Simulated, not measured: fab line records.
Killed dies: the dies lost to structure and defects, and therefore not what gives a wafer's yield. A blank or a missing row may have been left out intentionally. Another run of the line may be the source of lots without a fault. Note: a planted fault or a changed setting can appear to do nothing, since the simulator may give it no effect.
Split-lot experiment / flow n5Finfet / 39 wafers read from 7 lots, route of 1938 steps

== THE SPLIT ==
At N5_FIN_SAQP_EXPOSE_13 (exposes mask FIN CORE, target cd 35.6 nm), the setting doseMj was moved away from the recipe's 63.25 on 9 of the 39 wafers read, by -5.6% to -2.7%. This setting was run at the recipe's value on the other wafers.

== FROM THE SPLIT TO THE READING: what the file shows between them, 2 steps ==
- N5_FIN_SAQP_PEB_14: peb time 60 s
- N5_FIN_SAQP_DEVELOP_15: develop time 30 s

== THE READING ==
cdNm (nm) at N5_FIN_SAQP_CD_MEAS_16, where the cd target is 35.6 nm. Fault-free wafers of this fab line usually give 35.5 nm, standard deviation 0.32 nm.

wafer=L080.1; tool, chamber at the split=arfiScanner-01, 0; doseMj as run=63.25; against the recipe=recipe; cdNm, nm=35.5; against lot-mates on the recipe=-
wafer=L080.2; tool, chamber at the split=arfiScanner-01, 0; doseMj as run=63.25; against the recipe=recipe; cdNm, nm=35.4; against lot-mates on the recipe=-
wafer=L080.3; tool, chamber at the split=arfiScanner-01, 0; doseMj as run=59.73; against the recipe=-5.6%; cdNm, nm=36.6; against lot-mates on the recipe=+1.0
wafer=L080.4; tool, chamber at the split=arfiScanner-01, 0; doseMj as run=63.25; against the recipe=recipe; cdNm, nm=35.8; against lot-mates on the recipe=-
wafer=L080.5; tool, chamber at the split=arfiScanner-01, 0; doseMj as run=59.73; against the recipe=-5.6%; cdNm, nm=36.8; against lot-mates on the recipe=+1.2
wafer=L080.6; tool, chamber at the split=arfiScanner-01, 0; doseMj as run=59.73; against the recipe=-5.6%; cdNm, nm=37.1; against lot-mates on the recipe=+1.5
wafer=L081.1; tool, chamber at the split=arfiScanner-02, 0; doseMj as run=63.25; against the recipe=recipe; cdNm, nm=35.1; against lot-mates on the recipe=-
wafer=L081.5; tool, chamber at the split=arfiScanner-02, 0; doseMj as run=63.25; against the recipe=recipe; cdNm, nm=35.4; against lot-mates on the recipe=-
wafer=L081.6; tool, chamber at the split=arfiScanner-02, 0; doseMj as run=63.25; against the recipe=recipe; cdNm, nm=35.3; against lot-mates on the recipe=-
wafer=L085.1; tool, chamber at the split=arfiScanner-01, 0; doseMj as run=63.25; against the recipe=recipe; cdNm, nm=35.6; against lot-mates on the recipe=-
wafer=L085.2; tool, chamber at the split=arfiScanner-01, 0; doseMj as run=63.25; against the recipe=recipe; cdNm, nm=35.6; against lot-mates on the recipe=-
wafer=L085.3; tool, chamber at the split=arfiScanner-01, 0; doseMj as run=63.25; against the recipe=recipe; cdNm, nm=35.3; against lot-mates on the recipe=-
wafer=L085.4; tool, chamber at the split=arfiScanner-01, 0; doseMj as run=63.25; against the recipe=recipe; cdNm, nm=35.2; against lot-mates on the recipe=-
wafer=L085.5; tool, chamber at the split=arfiScanner-01, 0; doseMj as run=63.25; against the recipe=recipe; cdNm, nm=35.2; against lot-mates on the recipe=-
wafer=L085.6; tool, chamber at the split=arfiScanner-01, 0; doseMj as run=63.25; against the recipe=recipe; cdNm, nm=35.2; against lot-mates on the recipe=-
wafer=L088.1; tool, chamber at the split=arfiScanner-02, 0; doseMj as run=63.25; against the recipe=recipe; cdNm, nm=35.5; against lot-mates on the recipe=-
wafer=L088.2; tool, chamber at the split=arfiScanner-02, 0; doseMj as run=63.25; against the recipe=recipe; cdNm, nm=35.7; against lot-mates on the recipe=-
wafer=L088.3; tool, chamber at the split=arfiScanner-02, 0; doseMj as run=63.25; against the recipe=recipe; cdNm, nm=35.5; against lot-mates on the recipe=-
wafer=L088.4; tool, chamber at the split=arfiScanner-02, 0; doseMj as run=63.25; against the recipe=recipe; cdNm, nm=35.0; against lot-mates on the recipe=-
wafer=L088.5; tool, chamber at the split=arfiScanner-02, 0; doseMj as run=63.25; against the recipe=recipe; cdNm, nm=35.6; against lot-mates on the recipe=-
wafer=L088.6; tool, chamber at the split=arfiScanner-02, 0; doseMj as run=63.25; against the recipe=recipe; cdNm, nm=35.5; against lot-mates on the recipe=-
wafer=L092.1; tool, chamber at the split=arfiScanner-01, 0; doseMj as run=61.52; against the recipe=-2.7%; cdNm, nm=36.6; against lot-mates on the recipe=+1.0
wafer=L092.2; tool, chamber at the split=arfiScanner-01, 0; doseMj as run=63.25; against the recipe=recipe; cdNm, nm=35.2; against lot-mates on the recipe=-
wafer=L092.3; tool, chamber at the split=arfiScanner-01, 0; doseMj as run=63.25; against the recipe=recipe; cdNm, nm=35.6; against lot-mates on the recipe=-
wafer=L092.4; tool, chamber at the split=arfiScanner-01, 0; doseMj as run=63.25; against the recipe=recipe; cdNm, nm=35.9; against lot-mates on the recipe=-
wafer=L092.5; tool, chamber at the split=arfiScanner-01, 0; doseMj as run=61.52; against the recipe=-2.7%; cdNm, nm=36.4; against lot-mates on the recipe=+0.8
wafer=L092.6; tool, chamber at the split=arfiScanner-01, 0; doseMj as run=61.52; against the recipe=-2.7%; cdNm, nm=36.1; against lot-mates on the recipe=+0.5
wafer=L093.1; tool, chamber at the split=arfiScanner-03, 0; doseMj as run=63.25; against the recipe=recipe; cdNm, nm=35.4; against lot-mates on the recipe=-
wafer=L093.2; tool, chamber at the split=arfiScanner-03, 0; doseMj as run=63.25; against the recipe=recipe; cdNm, nm=35.1; against lot-mates on the recipe=-
wafer=L093.3; tool, chamber at the split=arfiScanner-03, 0; doseMj as run=63.25; against the recipe=recipe; cdNm, nm=35.3; against lot-mates on the recipe=-
wafer=L093.4; tool, chamber at the split=arfiScanner-03, 0; doseMj as run=63.25; against the recipe=recipe; cdNm, nm=35.8; against lot-mates on the recipe=-
wafer=L093.5; tool, chamber at the split=arfiScanner-03, 0; doseMj as run=63.25; against the recipe=recipe; cdNm, nm=35.1; against lot-mates on the recipe=-
wafer=L093.6; tool, chamber at the split=arfiScanner-03, 0; doseMj as run=63.25; against the recipe=recipe; cdNm, nm=35.5; against lot-mates on the recipe=-
wafer=L096.1; tool, chamber at the split=arfiScanner-03, 0; doseMj as run=59.97; against the recipe=-5.2%; cdNm, nm=37.0; against lot-mates on the recipe=+1.6
wafer=L096.2; tool, chamber at the split=arfiScanner-03, 0; doseMj as run=63.25; against the recipe=recipe; cdNm, nm=35.1; against lot-mates on the recipe=-
wafer=L096.3; tool, chamber at the split=arfiScanner-03, 0; doseMj as run=63.25; against the recipe=recipe; cdNm, nm=35.7; against lot-mates on the recipe=-
wafer=L096.4; tool, chamber at the split=arfiScanner-03, 0; doseMj as run=63.25; against the recipe=recipe; cdNm, nm=35.5; against lot-mates on the recipe=-
wafer=L096.5; tool, chamber at the split=arfiScanner-03, 0; doseMj as run=59.97; against the recipe=-5.2%; cdNm, nm=36.6; against lot-mates on the recipe=+1.2
wafer=L096.6; tool, chamber at the split=arfiScanner-03, 0; doseMj as run=59.97; against the recipe=-5.2%; cdNm, nm=36.9; against lot-mates on the recipe=+1.5

THE FIT
A straight line over all 39 wafers: cdNm changes by -0.27 nm for each +1% of doseMj; r = -0.92; the points scatter about the line by 0.24 nm.
The same after taking each lot's own level away (the mean of its wafers on the recipe; 39 wafers): -0.251 nm for each +1%; r = -0.92; scatter 0.22 nm.
That fit puts the effect of the largest move of doseMj on the reading at 1.4 nm.
The span of the lots' own levels, 35.27 to 35.57 nm, comes to 0.9 times the standard deviation stated above.
So the lot-to-lot level changes the slope little: the two slopes agree.
Check: +1.47 nm against its lot-mates is what the line predicts for one of the wafers moved furthest among these (-5.6%) when that wafer is left out of the fit. It came out at +1.03 nm against them.

== THE FILE'S OWN FIT ==
cdNm changes by -0.259 nm for each +1% of doseMj, r = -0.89.
